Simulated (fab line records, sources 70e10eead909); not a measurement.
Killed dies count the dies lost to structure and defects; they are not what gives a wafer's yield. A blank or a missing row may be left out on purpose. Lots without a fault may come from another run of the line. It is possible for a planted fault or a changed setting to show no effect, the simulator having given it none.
Matching of chambers	flow nand-harc	NHARC_A_SLIT_DESCUM_14 on rie-diel-03 has 4 sister chambers
The step chemistry O2, time 3 s. 16 wafers are shown with their chamber, then 8 later ones without.

WAFERS, EACH WITH ITS CHAMBER
wafer	chamber	showerhead-plenum-p-Torr (Torr)	drypump-motor-current-A (A)	oes-product-au (a.u.)
L185.3	2	1.94	5.2	0.989
L185.5	1	2.03	5.2	1.001
L185.6	0	1.99	5.3	0.992
L190.1	0	1.99	5.3	0.985
L190.3	2	1.94	5.2	0.987
L190.5	0	1.99	5.3	0.983
L193.1	3	1.88	5.5	1.007
L193.2	2	1.94	5.2	0.985
L193.6	3	1.89	5.5	0.994
L198.2	1	2.03	5.2	0.985
L198.4	3	1.88	5.5	1.002
L198.5	2	1.94	5.2	0.993
L200.3	1	2.03	5.2	0.979
L200.4	2	1.94	5.2	0.985
L200.6	1	2.03	5.1	0.992
L204.4	3	1.88	5.5	1.012

SIGNATURES (averages over the wafers above)
reading	chamber 0	chamber 1	chamber 2	chamber 3	scatter within a chamber
showerhead-plenum-p-Torr	1.9900	2.0300	1.9400	1.8825	0.0025
drypump-motor-current-A	5.300	5.175	5.200	5.500	0.025
oes-product-au	0.98667	0.98925	0.98780	1.00375	0.00668
Rule: for each reading, subtract the chamber's mean from the wafer's reading, divide by that reading's scatter and square the result; add these up over the readings and take the root, which gives the wafer's distance from the chamber. If the next closest chamber is less than 2 further off than the closest, the wafer can't be placed; otherwise it belongs to the closest. The scatter: take each reading less its chamber's mean, square it, sum over the shown wafers, divide by the number of wafers less the number of chambers, and take the root.

WAFERS WITH NO CHAMBER GIVEN
wafer	showerhead-plenum-p-Torr (Torr)	drypump-motor-current-A (A)	oes-product-au (a.u.)
L204.5	1.99	5.3	0.979
L204.6	1.88	5.5	1.009
L206.1	1.94	5.2	0.988
L206.2	1.99	5.3	0.987
L206.4	2.03	5.2	1.007
L205.2	1.94	5.2	1.000
L205.4	2.03	5.2	1.007
L205.5	1.99	5.3	0.989

WHICH CHAMBER EACH WENT THROUGH
wafer	from the rows above	in truth
L204.5	0	0
L204.6	3	3
L206.1	2	2
L206.2	0	0
L206.4	1	1
L205.2	2	2
L205.4	1	1
L205.5	0	0
8 of 8 placed correctly. Left unplaced by these rows: 0. Number placed wrongly: 0.
